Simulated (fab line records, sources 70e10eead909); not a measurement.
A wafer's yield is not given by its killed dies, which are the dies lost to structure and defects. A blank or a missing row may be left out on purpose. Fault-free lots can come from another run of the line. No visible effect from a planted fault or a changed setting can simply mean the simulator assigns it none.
fab line records / flow nandHarc
record: lots: 6 wafers: 18 lastDay: 23
route steps=1159 shown A_SLIT@797 A_SIN_REMOVE@804 A_WL_FILL@809 END@1159
lots with no fault: from the same line, run without faults
startH: the number of hours between the record's first day and the start of the first shown wafer of the lot / waitH: hours elapsed since this lot's preceding step / " repeats the value in the row above / L1.1+2: a row that stands for several wafers / - no value, or no start was given / * or withheld: withheld / < > ~ a bound
route shown NAME@n: NAME is a module with steps in the file, n the number in the route of the first one / usual: average and standard deviation across the fault-free wafers / same: alike in all rows / chamber/n: place in a boat / sites: per-site readings / _std_site: the standard deviation of these / _edge_site: mean of outer sites minus mean of inner sites / radiusMm: how far each site lies from the wafer's centre / mask NAME#n: copy n / behind: tool/chamber where the wafer was last shaped / hold: the reason the lot was held/the length of the hold in hours/how it ended / device: transistor that didn't switch, given as n, p or np / end of line: the route-end tests of the same wafers / a step given without rows: its recipe and nothing more / killed: at the first sort, the dies lost to defects and structure; wafer yield is something else / map: shows each die of a wafer: x if killed, . if not, _ if none is there
set.NAME: the run value of the setting; set.NAME@STEP: its run value at that earlier step / model.NAME: the simulator's own value behind a step, which no gauge read
lots at some steps of the route; a table a step, a row a wafer
services: the hour from which a tool's chamber was out of use, counted from the record's first day as startH (under 0 if before that day), plus the number of hours and why
== steps ==
step: NHARC_A_SLIT_ETCH_26
recipe: biasV: 400 sourceW: 2000 pressureMtorr: 25 timeS: 90 arFlowSccm: 375 c4f8FlowSccm: 41.7 o2FlowSccm: 83.3 targetDepthA: 4000 chemistry: C4F8/O2/Ar
usual: drypumpMotorCurrentA: 5.5/0.37 showerheadPlenumPTorr: 3.76/0.073 throttleValvePct: 27.619/0.0083
lot.wafer=L302.2 tool=harEtch-01 chamber=1 startH=323.48 waitH=1.2 drypumpMotorCurrentA=5.8 rfHoursCounterH=1 showerheadPlenumPTorr=3.84 throttleValvePct=27.619
lot.wafer=L302.3 tool=harEtch-01 chamber=1 startH=323.48 waitH=1.2 drypumpMotorCurrentA=5.8 rfHoursCounterH=- showerheadPlenumPTorr=3.84 throttleValvePct=27.620
lot.wafer=L302.6 tool=harEtch-01 chamber=1 startH=323.48 waitH=1.2 drypumpMotorCurrentA=5.8 rfHoursCounterH=- showerheadPlenumPTorr=3.84 throttleValvePct=27.620
lot.wafer=L308.1 tool=harEtch-02 chamber=1 startH=354.94 waitH=1.2 drypumpMotorCurrentA=5.9 rfHoursCounterH=185 showerheadPlenumPTorr=3.68 throttleValvePct=27.621
lot.wafer=L308.4 tool=harEtch-02 chamber=1 startH=354.94 waitH=1.2 drypumpMotorCurrentA=5.9 rfHoursCounterH=- showerheadPlenumPTorr=3.68 throttleValvePct=27.626
lot.wafer=L308.3 tool=harEtch-02 chamber=0 startH=354.94 waitH=1.2 drypumpMotorCurrentA=5.6 rfHoursCounterH=- showerheadPlenumPTorr=3.69 throttleValvePct=27.627
lot.wafer=L313.2 tool=harEtch-01 chamber=0 startH=385.22 waitH=1.0 drypumpMotorCurrentA=4.9 rfHoursCounterH=28 showerheadPlenumPTorr=3.82 throttleValvePct=27.617
lot.wafer=L313.4 tool=harEtch-01 chamber=1 startH=385.22 waitH=1.0 drypumpMotorCurrentA=5.8 rfHoursCounterH=- showerheadPlenumPTorr=3.82 throttleValvePct=27.613
lot.wafer=L313.5 tool=harEtch-01 chamber=1 startH=385.22 waitH=1.0 drypumpMotorCurrentA=5.8 rfHoursCounterH=- showerheadPlenumPTorr=3.82 throttleValvePct=27.622
lot.wafer=L315.2 tool=harEtch-02 chamber=1 startH=404.49 waitH=1.2 drypumpMotorCurrentA=5.9 rfHoursCounterH=206 showerheadPlenumPTorr=3.67 throttleValvePct=27.622
lot.wafer=L315.1 tool=harEtch-02 chamber=0 startH=404.49 waitH=1.2 drypumpMotorCurrentA=5.6 rfHoursCounterH=206 showerheadPlenumPTorr=3.68 throttleValvePct=27.617
lot.wafer=L315.6 tool=harEtch-02 chamber=1 startH=404.49 waitH=1.2 drypumpMotorCurrentA=5.9 rfHoursCounterH=- showerheadPlenumPTorr=3.67 throttleValvePct=27.624
lot.wafer=L320.2 tool=harEtch-01 chamber=0 startH=432.15 waitH=1.0 drypumpMotorCurrentA=5.0 rfHoursCounterH=48 showerheadPlenumPTorr=3.81 throttleValvePct=27.627
lot.wafer=L320.4 tool=harEtch-01 chamber=1 startH=432.15 waitH=1.0 drypumpMotorCurrentA=5.8 rfHoursCounterH=- showerheadPlenumPTorr=3.81 throttleValvePct=27.629
lot.wafer=L320.5 tool=harEtch-01 chamber=0 startH=432.15 waitH=1.0 drypumpMotorCurrentA=5.0 rfHoursCounterH=- showerheadPlenumPTorr=3.81 throttleValvePct=27.615
lot.wafer=L321.1 tool=harEtch-02 chamber=0 startH=440.57 waitH=1.3 drypumpMotorCurrentA=5.6 rfHoursCounterH=225 showerheadPlenumPTorr=3.67 throttleValvePct=27.606
lot.wafer=L321.3 tool=harEtch-02 chamber=0 startH=440.57 waitH=1.3 drypumpMotorCurrentA=5.5 rfHoursCounterH=- showerheadPlenumPTorr=3.67 throttleValvePct=27.618
lot.wafer=L321.6 tool=harEtch-02 chamber=1 startH=440.57 waitH=1.3 drypumpMotorCurrentA=5.9 rfHoursCounterH=- showerheadPlenumPTorr=3.66 throttleValvePct=27.625
step: NHARC_A_SLIT_STRIP_28
recipe: o2FlowSccm: 400 cosFlowSccm: 20 arFlowSccm: 0 biasW: 0 chemistry: O2/COS
step: NHARC_A_SLIT_ETCH_29
recipe: targetDepthA: 1000 overetchA: 100 timeS: 55 ionEnergyEv: 100 cf4FlowSccm: 80 o2FlowSccm: 20 arFlowSccm: 0 rfW: 300 biasW: 100 chemistry: CF4/O2
usual: drypumpMotorCurrentA: 5.8/0.48 oesProductAu: 0.996/0.013 rfVppV: 198.3/1.2 showerheadPlenumPTorr: 1.36/0.044 throttleValvePct: 13.398/0.0089
lot.wafer=L302.2 tool=rieDiel-10 chamber=3 startH=324.10 waitH=0.1 drypumpMotorCurrentA=5.2 oesProductAu=1.003 rfHoursCounterH=11.1 rfVppV=201.1 showerheadPlenumPTorr=1.42 throttleValvePct=13.397
lot.wafer=L302.3 tool=rieDiel-10 chamber=1 startH=324.10 waitH=0.1 drypumpMotorCurrentA=5.5 oesProductAu=1.022 rfHoursCounterH=9.9 rfVppV=199.6 showerheadPlenumPTorr=1.38 throttleValvePct=13.410
lot.wafer=L302.6 tool=rieDiel-10 chamber=2 startH=324.10 waitH=0.1 drypumpMotorCurrentA=5.3 oesProductAu=1.000 rfHoursCounterH=- rfVppV=199.4 showerheadPlenumPTorr=1.42 throttleValvePct=13.393
lot.wafer=L308.3 tool=rieDiel-01 chamber=3 startH=355.55 waitH=0.1 drypumpMotorCurrentA=6.4 oesProductAu=0.982 rfHoursCounterH=2.6 rfVppV=199.6 showerheadPlenumPTorr=1.38 throttleValvePct=13.393
lot.wafer=L308.4 tool=rieDiel-01 chamber=0 startH=355.55 waitH=0.1 drypumpMotorCurrentA=6.5 oesProductAu=0.988 rfHoursCounterH=2.3 rfVppV=200.2 showerheadPlenumPTorr=1.43 throttleValvePct=13.409
lot.wafer=L308.1 tool=rieDiel-01 chamber=1 startH=355.55 waitH=0.1 drypumpMotorCurrentA=5.2 oesProductAu=0.979 rfHoursCounterH=2.0 rfVppV=197.8 showerheadPlenumPTorr=1.35 throttleValvePct=13.396
lot.wafer=L313.2 tool=rieDiel-01 chamber=2 startH=385.80 waitH=0.1 drypumpMotorCurrentA=6.2 oesProductAu=0.990 rfHoursCounterH=5.8 rfVppV=197.3 showerheadPlenumPTorr=1.31 throttleValvePct=13.390
lot.wafer=L313.4 tool=rieDiel-01 chamber=0 startH=385.80 waitH=0.1 drypumpMotorCurrentA=6.6 oesProductAu=1.004 rfHoursCounterH=5.8 rfVppV=198.9 showerheadPlenumPTorr=1.43 throttleValvePct=13.404
lot.wafer=L313.5 tool=rieDiel-01 chamber=3 startH=385.80 waitH=0.1 drypumpMotorCurrentA=6.4 oesProductAu=0.998 rfHoursCounterH=- rfVppV=199.3 showerheadPlenumPTorr=1.38 throttleValvePct=13.400
lot.wafer=L315.2 tool=rieDiel-04 chamber=0 startH=405.11 waitH=0.1 drypumpMotorCurrentA=5.8 oesProductAu=0.983 rfHoursCounterH=7.3 rfVppV=197.4 showerheadPlenumPTorr=1.34 throttleValvePct=13.405
lot.wafer=L315.1 tool=rieDiel-04 chamber=1 startH=405.11 waitH=0.1 drypumpMotorCurrentA=5.9 oesProductAu=0.998 rfHoursCounterH=7.8 rfVppV=198.3 showerheadPlenumPTorr=1.40 throttleValvePct=13.408
lot.wafer=L315.6 tool=rieDiel-04 chamber=2 startH=405.11 waitH=0.1 drypumpMotorCurrentA=5.3 oesProductAu=1.002 rfHoursCounterH=- rfVppV=198.3 showerheadPlenumPTorr=1.32 throttleValvePct=13.396
lot.wafer=L320.4 tool=rieDiel-10 chamber=2 startH=432.73 waitH=0.1 drypumpMotorCurrentA=5.3 oesProductAu=0.993 rfHoursCounterH=5.4 rfVppV=199.1 showerheadPlenumPTorr=1.42 throttleValvePct=13.394
lot.wafer=L320.2 tool=rieDiel-10 chamber=0 startH=432.73 waitH=0.1 drypumpMotorCurrentA=5.9 oesProductAu=1.011 rfHoursCounterH=4.5 rfVppV=196.1 showerheadPlenumPTorr=1.28 throttleValvePct=13.386
lot.wafer=L320.5 tool=rieDiel-10 chamber=3 startH=432.73 waitH=0.1 drypumpMotorCurrentA=5.2 oesProductAu=1.004 rfHoursCounterH=- rfVppV=198.4 showerheadPlenumPTorr=1.42 throttleValvePct=13.396
lot.wafer=L321.3 tool=rieDiel-01 chamber=0 startH=441.22 waitH=0.1 drypumpMotorCurrentA=6.5 oesProductAu=0.977 rfHoursCounterH=10.7 rfVppV=199.5 showerheadPlenumPTorr=1.43 throttleValvePct=13.391
lot.wafer=L321.1 tool=rieDiel-01 chamber=1 startH=441.22 waitH=0.1 drypumpMotorCurrentA=5.2 oesProductAu=0.983 rfHoursCounterH=7.1 rfVppV=195.9 showerheadPlenumPTorr=1.34 throttleValvePct=13.379
lot.wafer=L321.6 tool=rieDiel-01 chamber=1 startH=441.22 waitH=0.1 drypumpMotorCurrentA=5.2 oesProductAu=0.972 rfHoursCounterH=- rfVppV=197.7 showerheadPlenumPTorr=1.34 throttleValvePct=13.383
step: NHARC_A_SLIT_STRIP_18
recipe: o2FlowSccm: 500 arFlowSccm: 0 biasW: 0 chemistry: O2
usual: drypumpMotorCurrentA: 5.8/0.47 oesProductAu: 0.995/0.01 rfVppV: 57.9/0.88 showerheadPlenumPTorr: 3.60/0.11 throttleValvePct: 17.036/0.009
lot.wafer=L302.3 tool=rieDiel-10 chamber=0 startH=- waitH=- drypumpMotorCurrentA=5.9 oesProductAu=1.014 rfHoursCounterH=10.0 rfVppV=57.9 showerheadPlenumPTorr=3.40 throttleValvePct=17.051
lot.wafer=L302.2 tool=rieDiel-10 chamber=1 startH=- waitH=- drypumpMotorCurrentA=5.4 oesProductAu=1.018 rfHoursCounterH=9.9 rfVppV=58.6 showerheadPlenumPTorr=3.65 throttleValvePct=17.025
lot.wafer=L302.6 tool=rieDiel-10 chamber=0 startH=- waitH=- drypumpMotorCurrentA=5.9 oesProductAu=1.010 rfHoursCounterH=- rfVppV=57.9 showerheadPlenumPTorr=3.40 throttleValvePct=17.045
lot.wafer=L308.1 tool=rieDiel-01 chamber=0 startH=- waitH=- drypumpMotorCurrentA=6.5 oesProductAu=0.984 rfHoursCounterH=2.4 rfVppV=58.0 showerheadPlenumPTorr=3.76 throttleValvePct=17.038
lot.wafer=L308.4 tool=rieDiel-01 chamber=1 startH=- waitH=- drypumpMotorCurrentA=5.3 oesProductAu=0.987 rfHoursCounterH=2.1 rfVppV=57.3 showerheadPlenumPTorr=3.56 throttleValvePct=17.030
lot.wafer=L308.3 tool=rieDiel-01 chamber=2 startH=- waitH=- drypumpMotorCurrentA=6.2 oesProductAu=0.985 rfHoursCounterH=2.3 rfVppV=57.8 showerheadPlenumPTorr=3.46 throttleValvePct=17.017
lot.wafer=L313.2 tool=rieDiel-01 chamber=0 startH=- waitH=- drypumpMotorCurrentA=6.5 oesProductAu=0.991 rfHoursCounterH=5.8 rfVppV=58.4 showerheadPlenumPTorr=3.76 throttleValvePct=17.049
lot.wafer=L313.4 tool=rieDiel-01 chamber=3 startH=- waitH=- drypumpMotorCurrentA=6.4 oesProductAu=0.994 rfHoursCounterH=6.6 rfVppV=59.6 showerheadPlenumPTorr=3.64 throttleValvePct=17.046
lot.wafer=L313.5 tool=rieDiel-01 chamber=1 startH=- waitH=- drypumpMotorCurrentA=5.2 oesProductAu=0.991 rfHoursCounterH=- rfVppV=57.8 showerheadPlenumPTorr=3.55 throttleValvePct=17.038
lot.wafer=L315.2 tool=rieDiel-04 chamber=1 startH=- waitH=- drypumpMotorCurrentA=5.9 oesProductAu=1.007 rfHoursCounterH=7.8 rfVppV=57.8 showerheadPlenumPTorr=3.69 throttleValvePct=17.038
lot.wafer=L315.1 tool=rieDiel-04 chamber=0 startH=- waitH=- drypumpMotorCurrentA=5.8 oesProductAu=0.993 rfHoursCounterH=7.3 rfVppV=59.0 showerheadPlenumPTorr=3.54 throttleValvePct=17.031
lot.wafer=L315.6 tool=rieDiel-04 chamber=1 startH=- waitH=- drypumpMotorCurrentA=5.9 oesProductAu=0.995 rfHoursCounterH=- rfVppV=59.0 showerheadPlenumPTorr=3.69 throttleValvePct=17.032
lot.wafer=L320.2 tool=rieDiel-10 chamber=1 startH=- waitH=- drypumpMotorCurrentA=5.5 oesProductAu=0.995 rfHoursCounterH=4.9 rfVppV=57.7 showerheadPlenumPTorr=3.64 throttleValvePct=17.035
lot.wafer=L320.4 tool=rieDiel-10 chamber=2 startH=- waitH=- drypumpMotorCurrentA=5.4 oesProductAu=0.999 rfHoursCounterH=5.4 rfVppV=56.8 showerheadPlenumPTorr=3.74 throttleValvePct=17.045
lot.wafer=L320.5 tool=rieDiel-10 chamber=1 startH=- waitH=- drypumpMotorCurrentA=5.5 oesProductAu=1.005 rfHoursCounterH=- rfVppV=57.6 showerheadPlenumPTorr=3.64 throttleValvePct=17.038
lot.wafer=L321.1 tool=rieDiel-01 chamber=1 startH=- waitH=- drypumpMotorCurrentA=5.3 oesProductAu=0.986 rfHoursCounterH=7.1 rfVppV=58.2 showerheadPlenumPTorr=3.55 throttleValvePct=17.027
lot.wafer=L321.3 tool=rieDiel-01 chamber=3 startH=- waitH=- drypumpMotorCurrentA=6.4 oesProductAu=0.994 rfHoursCounterH=11.3 rfVppV=58.1 showerheadPlenumPTorr=3.64 throttleValvePct=17.019
lot.wafer=L321.6 tool=rieDiel-01 chamber=1 startH=- waitH=- drypumpMotorCurrentA=5.2 oesProductAu=0.985 rfHoursCounterH=- rfVppV=56.9 showerheadPlenumPTorr=3.55 throttleValvePct=17.033
step: NHARC_A_SLIT_PRECLEAN_19
recipe: timeS: * tempC: 50 bathAgeMin: 0 chemistry: SC1
step: NHARC_A_SLIT_SRD_20
step: NHARC_A_SLIT_CD_MEAS_21
usual: cdNm: 289.6/0.97
lot.wafer=L302.2 tool=cdSem-03 chamber=- startH=324.64 waitH=- cdNm=288.9
lot.wafer=L302.3 tool=cdSem-03 chamber=- startH=324.64 waitH=- cdNm=289.2
lot.wafer=L302.6 tool=cdSem-03 chamber=- startH=324.64 waitH=- cdNm=290.0
lot.wafer=L308.1 tool=cdSem-01 chamber=- startH=356.08 waitH=- cdNm=289.4
lot.wafer=L308.3 tool=cdSem-01 chamber=- startH=356.08 waitH=- cdNm=290.6
lot.wafer=L308.4 tool=cdSem-01 chamber=- startH=356.08 waitH=- cdNm=290.4
lot.wafer=L313.2 tool=cdSem-03 chamber=- startH=386.35 waitH=- cdNm=290.1
lot.wafer=L313.4 tool=cdSem-03 chamber=- startH=386.35 waitH=- cdNm=290.2
lot.wafer=L313.5 tool=cdSem-03 chamber=- startH=386.35 waitH=- cdNm=290.7
lot.wafer=L315.1 tool=cdSem-03 chamber=- startH=405.64 waitH=- cdNm=290.2
lot.wafer=L315.2 tool=cdSem-03 chamber=- startH=405.64 waitH=- cdNm=288.9
lot.wafer=L315.6 tool=cdSem-03 chamber=- startH=405.64 waitH=- cdNm=290.5
lot.wafer=L320.2 tool=cdSem-02 chamber=- startH=433.27 waitH=- cdNm=288.2
lot.wafer=L320.4 tool=cdSem-02 chamber=- startH=433.27 waitH=- cdNm=289.6
lot.wafer=L320.5 tool=cdSem-02 chamber=- startH=433.27 waitH=- cdNm=288.7
lot.wafer=L321.1 tool=cdSem-01 chamber=- startH=441.81 waitH=- cdNm=290.3
lot.wafer=L321.3 tool=cdSem-01 chamber=- startH=441.81 waitH=- cdNm=291.1
lot.wafer=L321.6 tool=cdSem-01 chamber=- startH=441.81 waitH=- cdNm=289.9
step: NHARC_A_SIN_REMOVE_WET_00
recipe: tempC: 160 timeS: 15300 chemistry: H3PO4
step: NHARC_A_SIN_REMOVE_PRECLEAN_01
recipe: timeS: * tempC: 50 bathAgeMin: 0 chemistry: SC1
step: NHARC_A_SIN_REMOVE_SRD_02
step: NHARC_A_SIN_REMOVE_INSPECT_04
usual: rawDefectCount: 310/79
lot.wafer=L302.2 tool=defectInspect-01 chamber=- startH=329.87 waitH=0.0 rawDefectCount=227
lot.wafer=L302.3 tool=defectInspect-01 chamber=- startH=329.87 waitH=0.0 rawDefectCount=372
lot.wafer=L302.6 tool=defectInspect-01 chamber=- startH=329.87 waitH=0.0 rawDefectCount=386
lot.wafer=L308.1 tool=defectInspect-01 chamber=- startH=363.70 waitH=0.0 rawDefectCount=315
lot.wafer=L308.3 tool=defectInspect-01 chamber=- startH=363.70 waitH=0.0 rawDefectCount=307
lot.wafer=L308.4 tool=defectInspect-01 chamber=- startH=363.70 waitH=0.0 rawDefectCount=348
lot.wafer=L313.2 tool=defectInspect-01 chamber=- startH=391.37 waitH=0.0 rawDefectCount=308
lot.wafer=L313.4 tool=defectInspect-01 chamber=- startH=391.37 waitH=0.0 rawDefectCount=273
lot.wafer=L313.5 tool=defectInspect-01 chamber=- startH=391.37 waitH=0.0 rawDefectCount=247
lot.wafer=L315.1 tool=defectInspect-01 chamber=- startH=411.36 waitH=0.0 rawDefectCount=309
lot.wafer=L315.2 tool=defectInspect-01 chamber=- startH=411.36 waitH=0.0 rawDefectCount=262
lot.wafer=L315.6 tool=defectInspect-01 chamber=- startH=411.36 waitH=0.0 rawDefectCount=221
lot.wafer=L320.2 tool=defectInspect-02 chamber=- startH=439.32 waitH=0.0 rawDefectCount=313
lot.wafer=L320.4 tool=defectInspect-02 chamber=- startH=439.32 waitH=0.0 rawDefectCount=506
lot.wafer=L320.5 tool=defectInspect-02 chamber=- startH=439.32 waitH=0.0 rawDefectCount=327
lot.wafer=L321.1 tool=defectInspect-02 chamber=- startH=449.40 waitH=0.0 rawDefectCount=559
lot.wafer=L321.3 tool=defectInspect-02 chamber=- startH=449.40 waitH=0.0 rawDefectCount=333
lot.wafer=L321.6 tool=defectInspect-02 chamber=- startH=449.40 waitH=0.0 rawDefectCount=415
step: NHARC_A_WL_FILL_ALD_00
recipe: targetThkA: 30 pulseTimeS: 3 aldCycles: 30 tempC: 300 material: Al2O3
usual: aldCycles: 30/0 heaterPowerW: 457/31 precursorPulseHeightRel: 0.999/0.019 susceptorTempC: 300.01/0.2
lot.wafer=L302.2 tool=aldHk-02 chamber=0 startH=330.09 waitH=0.2 aldCycles=30 heaterPowerW=422 precursorPulseHeightRel=1.023 susceptorTempC=299.58
lot.wafer=L302.3 tool=aldHk-02 chamber=2 startH=330.09 waitH=0.2 aldCycles=30 heaterPowerW=450 precursorPulseHeightRel=1.004 susceptorTempC=299.81
lot.wafer=L302.6 tool=aldHk-02 chamber=0 startH=330.09 waitH=0.2 aldCycles=30 heaterPowerW=406 precursorPulseHeightRel=1.011 susceptorTempC=299.69
lot.wafer=L308.4 tool=aldHk-03 chamber=0 startH=363.76 waitH=0.1 aldCycles=30 heaterPowerW=440 precursorPulseHeightRel=1.024 susceptorTempC=300.05
lot.wafer=L308.3 tool=aldHk-03 chamber=1 startH=363.76 waitH=0.1 aldCycles=30 heaterPowerW=403 precursorPulseHeightRel=1.044 susceptorTempC=300.09
lot.wafer=L308.1 tool=aldHk-03 chamber=3 startH=363.76 waitH=0.1 aldCycles=30 heaterPowerW=470 precursorPulseHeightRel=1.000 susceptorTempC=300.12
lot.wafer=L313.4 tool=aldHk-02 chamber=2 startH=391.46 waitH=0.1 aldCycles=24 heaterPowerW=461 precursorPulseHeightRel=1.039 susceptorTempC=300.28
lot.wafer=L313.2 tool=aldHk-02 chamber=3 startH=391.46 waitH=0.1 aldCycles=24 heaterPowerW=418 precursorPulseHeightRel=1.049 susceptorTempC=300.00
lot.wafer=L313.5 tool=aldHk-02 chamber=2 startH=391.46 waitH=0.1 aldCycles=24 heaterPowerW=451 precursorPulseHeightRel=1.011 susceptorTempC=300.03
lot.wafer=L315.1 tool=aldHk-02 chamber=0 startH=411.42 waitH=0.1 aldCycles=24 heaterPowerW=412 precursorPulseHeightRel=0.994 susceptorTempC=300.43
lot.wafer=L315.2 tool=aldHk-02 chamber=2 startH=411.42 waitH=0.1 aldCycles=24 heaterPowerW=453 precursorPulseHeightRel=0.993 susceptorTempC=300.10
lot.wafer=L315.6 tool=aldHk-02 chamber=0 startH=411.42 waitH=0.1 aldCycles=24 heaterPowerW=427 precursorPulseHeightRel=0.995 susceptorTempC=300.33
lot.wafer=L320.4 tool=aldHk-01 chamber=0 startH=439.41 waitH=0.1 aldCycles=30 heaterPowerW=495 precursorPulseHeightRel=1.014 susceptorTempC=300.16
lot.wafer=L320.2 tool=aldHk-01 chamber=1 startH=439.41 waitH=0.1 aldCycles=30 heaterPowerW=434 precursorPulseHeightRel=1.001 susceptorTempC=300.07
lot.wafer=L320.5 tool=aldHk-01 chamber=0 startH=439.41 waitH=0.1 aldCycles=30 heaterPowerW=500 precursorPulseHeightRel=1.008 susceptorTempC=300.16
lot.wafer=L321.1 tool=aldHk-03 chamber=2 startH=449.47 waitH=0.1 aldCycles=30 heaterPowerW=469 precursorPulseHeightRel=0.955 susceptorTempC=300.26
lot.wafer=L321.3 tool=aldHk-03 chamber=0 startH=449.47 waitH=0.1 aldCycles=30 heaterPowerW=433 precursorPulseHeightRel=1.012 susceptorTempC=299.90
lot.wafer=L321.6 tool=aldHk-03 chamber=3 startH=449.47 waitH=0.1 aldCycles=30 heaterPowerW=486 precursorPulseHeightRel=1.033 susceptorTempC=299.92
step: NHARC_A_WL_FILL_RTA_01
recipe: tempC: 1000 timeS: 5
usual: lampPowerPct: 31/4.4 wafer_temp_C_max: 1003.4/0.92
lot.wafer=L302.2 tool=rtpAnneal-01 chamber=0 startH=330.38 waitH=- lampPowerPct=27 wafer_temp_C_max=1004.0
lot.wafer=L302.3 tool=rtpAnneal-01 chamber=0 startH=330.38 waitH=- lampPowerPct=27 wafer_temp_C_max=1004.0
lot.wafer=L302.6 tool=rtpAnneal-01 chamber=0 startH=330.38 waitH=- lampPowerPct=27 wafer_temp_C_max=1003.8
lot.wafer=L308.1 tool=rtpAnneal-02 chamber=0 startH=364.19 waitH=0.2 lampPowerPct=36 wafer_temp_C_max=1002.0
lot.wafer=L308.3 tool=rtpAnneal-02 chamber=0 startH=364.19 waitH=0.2 lampPowerPct=36 wafer_temp_C_max=1002.9
lot.wafer=L308.4 tool=rtpAnneal-02 chamber=0 startH=364.19 waitH=0.2 lampPowerPct=36 wafer_temp_C_max=1003.0
lot.wafer=L313.2 tool=rtpAnneal-02 chamber=0 startH=391.72 waitH=- lampPowerPct=36 wafer_temp_C_max=1002.6
lot.wafer=L313.4 tool=rtpAnneal-02 chamber=0 startH=391.72 waitH=- lampPowerPct=36 wafer_temp_C_max=1002.6
lot.wafer=L313.5 tool=rtpAnneal-02 chamber=0 startH=391.72 waitH=- lampPowerPct=36 wafer_temp_C_max=1002.4
lot.wafer=L315.1 tool=rtpAnneal-01 chamber=0 startH=412.08 waitH=- lampPowerPct=27 wafer_temp_C_max=1004.2
lot.wafer=L315.2 tool=rtpAnneal-01 chamber=0 startH=412.08 waitH=- lampPowerPct=27 wafer_temp_C_max=1004.1
lot.wafer=L315.6 tool=rtpAnneal-01 chamber=0 startH=412.08 waitH=- lampPowerPct=27 wafer_temp_C_max=1003.6
lot.wafer=L320.2 tool=rtpAnneal-01 chamber=0 startH=439.69 waitH=- lampPowerPct=27 wafer_temp_C_max=1004.1
lot.wafer=L320.4 tool=rtpAnneal-01 chamber=0 startH=439.69 waitH=- lampPowerPct=27 wafer_temp_C_max=1005.5
lot.wafer=L320.5 tool=rtpAnneal-01 chamber=0 startH=439.69 waitH=- lampPowerPct=27 wafer_temp_C_max=1004.4
lot.wafer=L321.1 tool=rtpAnneal-02 chamber=0 startH=449.72 waitH=- lampPowerPct=36 wafer_temp_C_max=1002.3
lot.wafer=L321.3 tool=rtpAnneal-02 chamber=0 startH=449.72 waitH=- lampPowerPct=36 wafer_temp_C_max=1003.6
lot.wafer=L321.6 tool=rtpAnneal-02 chamber=0 startH=449.72 waitH=- lampPowerPct=36 wafer_temp_C_max=1004.1
step: NHARC_END_SORT_01
recipe: tempC: 25
usual: killedAtArray: 26/9 killedAtOther: 0.8/1.2 killedAtPeriphery: 3.2/2.3 killedDies: 30/9.1 killedOpen: 3.5/2 killedShort: 1.8/1.4
same: grossDies: 677
lot.wafer=L320.2 tool=prober-02 chamber=0 startH=551.33 waitH=2.8 killedAtArray=31 killedAtOther=0 killedAtPeriphery=11 killedDies=42 killedOpen=3 killedShort=0
lot.wafer=L320.4 tool=prober-02 chamber=0 startH=552.94 waitH=3.4 killedAtArray=25 killedAtOther=0 killedAtPeriphery=6 killedDies=31 killedOpen=2 killedShort=1
lot.wafer=L320.5 tool=prober-02 chamber=0 startH=553.74 waitH=3.7 killedAtArray=34 killedAtOther=0 killedAtPeriphery=5 killedDies=39 killedOpen=5 killedShort=1
killed by level:class
L320.2 A_CHANNEL_HOLE_D1:chamberFilmFlake=22 A_CONTACT:chamberFilmFlake=5 P_ZERO_WELL:chamberFilmFlake=4 P_STI:chamberFilmFlake=3 A_M0:chamberFilmFlake=2 P_CONTACT:geometricParticle:open=1 P_M0:geometricParticle:open=1 A_CHANNEL_FILL_D1:geometricParticle:open=1
L320.4 A_CHANNEL_HOLE_D1:chamberFilmFlake=18 A_CONTACT:chamberFilmFlake=3 A_CONTACT:geometricParticle:open=2 P_ZERO_WELL:chamberFilmFlake=2 P_CONTACT:chamberFilmFlake=2 P_M1:chamberFilmFlake=2 A_M0:geometricParticle:short=1 A_M0:chamberFilmFlake=1
L320.5 A_CHANNEL_HOLE_D1:chamberFilmFlake=22 A_CONTACT:chamberFilmFlake=5 A_CHANNEL_FILL_D1:geometricParticle:open=2 P_M1:geometricParticle:open=1 A_ONON_D1:geometricParticle:open=1 A_CHANNEL_HOLE_D1:geometricParticle:open=1 A_CHANNEL_FILL_D1:geometricParticle:short=1 P_ZERO_WELL:chamberFilmFlake=1
== services ==
tool=rtpAnneal-02 chamber=- startH=300.24 hours=12.0 kind=pm
tool=harEtch-01 chamber=- startH=305.00 hours=17.0 kind=pm
tool=rieDiel-10 chamber=2 startH=305.05 hours=11.3 kind=repair
tool=harEtch-02 chamber=- startH=307.38 hours=0.0 kind=repair
tool=rieDiel-01 chamber=- startH=314.82 hours=9.0 kind=pm
tool=rieDiel-01 chamber=0 startH=314.82 hours=9.0 kind=ventCycle
tool=rieDiel-01 chamber=1 startH=314.82 hours=9.0 kind=ventCycle
tool=rieDiel-01 chamber=2 startH=314.82 hours=9.0 kind=ventCycle
tool=rieDiel-01 chamber=3 startH=314.82 hours=9.0 kind=ventCycle
tool=rieDiel-10 chamber=2 startH=317.76 hours=3.8 kind=repair
tool=rieDiel-01 chamber=0 startH=323.82 hours=- kind=clean
tool=rieDiel-01 chamber=1 startH=323.82 hours=- kind=clean
tool=rieDiel-01 chamber=2 startH=323.82 hours=- kind=clean
tool=rieDiel-01 chamber=3 startH=323.82 hours=- kind=clean
tool=rieDiel-01 chamber=0 startH=348.41 hours=- kind=clean
tool=rieDiel-01 chamber=1 startH=348.41 hours=- kind=clean
tool=rieDiel-01 chamber=2 startH=348.41 hours=- kind=clean
tool=rieDiel-10 chamber=3 startH=352.80 hours=4.0 kind=repair
tool=rieDiel-10 chamber=- startH=353.50 hours=9.0 kind=pm
tool=aldHk-03 chamber=- startH=400.99 hours=0.8 kind=repair
tool=rieDiel-01 chamber=1 startH=406.00 hours=23.6 kind=repair
tool=rieDiel-04 chamber=- startH=427.13 hours=1.2 kind=repair
tool=aldHk-03 chamber=- startH=432.66 hours=0.6 kind=repair
tool=rieDiel-01 chamber=2 startH=435.83 hours=8.0 kind=repair
== key ==
firstSign: step: NHARC_A_WL_FILL_ALD_00 reading: aldCycles direction: down sigmas: 99+ usual: 30 struck: 24
effect none on later readings
metAt NHARC_A_WL_FILL_ALD_00
struckWafers L313.2,L313.4,L313.5,L315.1,L315.2,L315.6
testerLeftOut L313,L315
onsetBetween 330.09 391.46
fault: kind: processParameterDrift tool: aldHk-02 chamber: - onsetH: 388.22 steps: NHARC_A_WL_FILL_ALD_00 channel: aldCycles offset: -6 shape: step endH: 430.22 actsIn: theseRecipesOnly stated: 30
testerLeftOut: of these lots the tester's yield and bins aren't shown, on N5 and GAA mostly nor the transistor test; their killed dies are dies lost to structure and defects alone, not to doping, threshold or leakage, so they don't give the yield
